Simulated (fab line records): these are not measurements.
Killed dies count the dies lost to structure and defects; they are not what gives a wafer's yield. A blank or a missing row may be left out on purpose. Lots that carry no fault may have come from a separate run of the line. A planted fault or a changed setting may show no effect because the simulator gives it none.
Matching of chambers    flow n5Finfet    rieDiel-03 running N5_FIN_SAQP_ETCH_69: 4 sister chambers
The step etches SOC in N2/H2, stops on SiNx, target depth 150 nm. 14 wafers are shown with their chamber, then 6 later ones without.

## WAFERS WITH THEIR CHAMBER
wafer   chamber  showerheadPlenumPTorr (Torr)  throttleValvePct (%)  rfVppV (V)
L133.1  1        2.60                          18.0                  240.6
L133.2  3        2.54                          18.2                  240.3
L133.3  0        2.54                          17.7                  240.2
L134.2  3        2.54                          18.2                  239.9
L134.4  1        2.60                          18.0                  241.3
L134.6  2        2.61                          17.6                  239.9
L135.2  3        2.54                          18.2                  240.1
L135.4  1        2.60                          18.0                  242.5
L135.5  1        2.60                          18.0                  241.5
L136.1  1        2.60                          18.0                  242.5
L136.4  2        2.61                          17.6                  241.6
L136.5  2        2.61                          17.6                  241.6
L145.3  0        2.53                          17.8                  241.1
L145.6  2        2.60                          17.3                  241.0

SIGNATURES (means of the wafers above)
reading                chamber 0  chamber 1  chamber 2  chamber 3  scatter within a chamber
showerheadPlenumPTorr  2.5350     2.6000     2.6075     2.5400     0.00354
throttleValvePct       17.750     18.000     17.525     18.200     0.0851
rfVppV                 240.650    241.680    241.025    240.100    0.714
Rule: distance of a wafer from a chamber = root of the sum over the readings of ((wafer's reading minus chamber's mean) / reading's scatter) squared. If the next closest chamber is less than 2 further off than the closest, the wafer can't be placed; otherwise it belongs to the closest. How the scatter is found: for the shown wafers, subtract from each reading the mean of its chamber, square and add these, divide the total by (wafers less chambers), then take the root.

## WAFERS WITH NO CHAMBER GIVEN
wafer   showerheadPlenumPTorr (Torr)  throttleValvePct (%)  rfVppV (V)
L149.1  2.60                          17.3                  242.9
L149.4  2.52                          18.3                  241.6
L149.5  2.52                          18.3                  239.2
L152.1  2.52                          17.8                  239.8
L152.2  2.52                          18.3                  239.6
L152.3  2.59                          17.6                  241.1

## WHICH CHAMBER EACH ONE RAN IN
wafer   from the rows above      in truth
L149.1  2                        2
L149.4  can't be placed: 3 or 0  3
L149.5  3                        3
L152.1  0                        0
L152.2  3                        3
L152.3  can't be placed: 2 or 1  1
Placed correctly: 4 of 6. From these rows, 2 cannot be placed; in 2 the true chamber is one of the candidates. 0 placed wrongly.
